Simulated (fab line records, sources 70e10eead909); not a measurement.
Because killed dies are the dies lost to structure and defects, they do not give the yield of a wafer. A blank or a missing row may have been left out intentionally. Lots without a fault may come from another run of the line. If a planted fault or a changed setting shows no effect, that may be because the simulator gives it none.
Chamber matching -- flow nand-harc -- NHARC_A_STAIRCASE_DEP_325 on pecvd-01 has 3 sister chambers
The step deposits SiO2, target thk 3800 nm. 6 wafers are shown with their chamber, then 9 later ones without.

== EACH WAFER AND ITS CHAMBER ==
wafer,chamber,heater-power-w (W),heater-power-outer-w (W)
L087.2,0,614,350
L087.3,1,710,418
L087.5,2,708,394
L088.1,2,833,477
L088.3,0,624,361
L088.6,1,593,332

== WAFERS MISSING THEIR CHAMBER ==
wafer,heater-power-w (W),heater-power-outer-w (W)
L090.1,737,444
L090.2,693,410
L090.3,646,367
L091.4,698,392
L091.5,536,283
L091.6,613,345
L097.2,704,385
L097.3,626,377
L097.6,593,304

== WHICH CHAMBER EACH WENT THROUGH ==
wafer,from the rows above,in truth
L090.1,can't be placed: 2 or 1 or 0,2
L090.2,can't be placed: 1 or 2 or 0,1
L090.3,can't be placed: 1 or 0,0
L091.4,can't be placed: 1 or 0 or 2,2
L091.5,can't be placed: 0 or 1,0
L091.6,can't be placed: 0 or 1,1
L097.2,can't be placed: 1 or 0 or 2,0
L097.3,can't be placed: 1 or 0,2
L097.6,can't be placed: 0 or 1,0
Correctly placed: 0 of 9. These rows do not allow placing 9 (true chamber among the candidates in 8). Number placed wrongly: 0.
How it was worked out, from the rows above alone: a wafer's distance from a chamber is the root of the sum, over the readings, of the square of ((its reading less the chamber's mean) divided by the reading's scatter). If the next closest chamber is less than 2 further off than the closest, the wafer can't be placed; otherwise it belongs to the closest. For every chamber, the mean is computed from those of its wafers that are shown. The scatter: take each reading less its chamber's mean, square it, sum over the shown wafers, divide by the number of wafers less the number of chambers, and take the root.
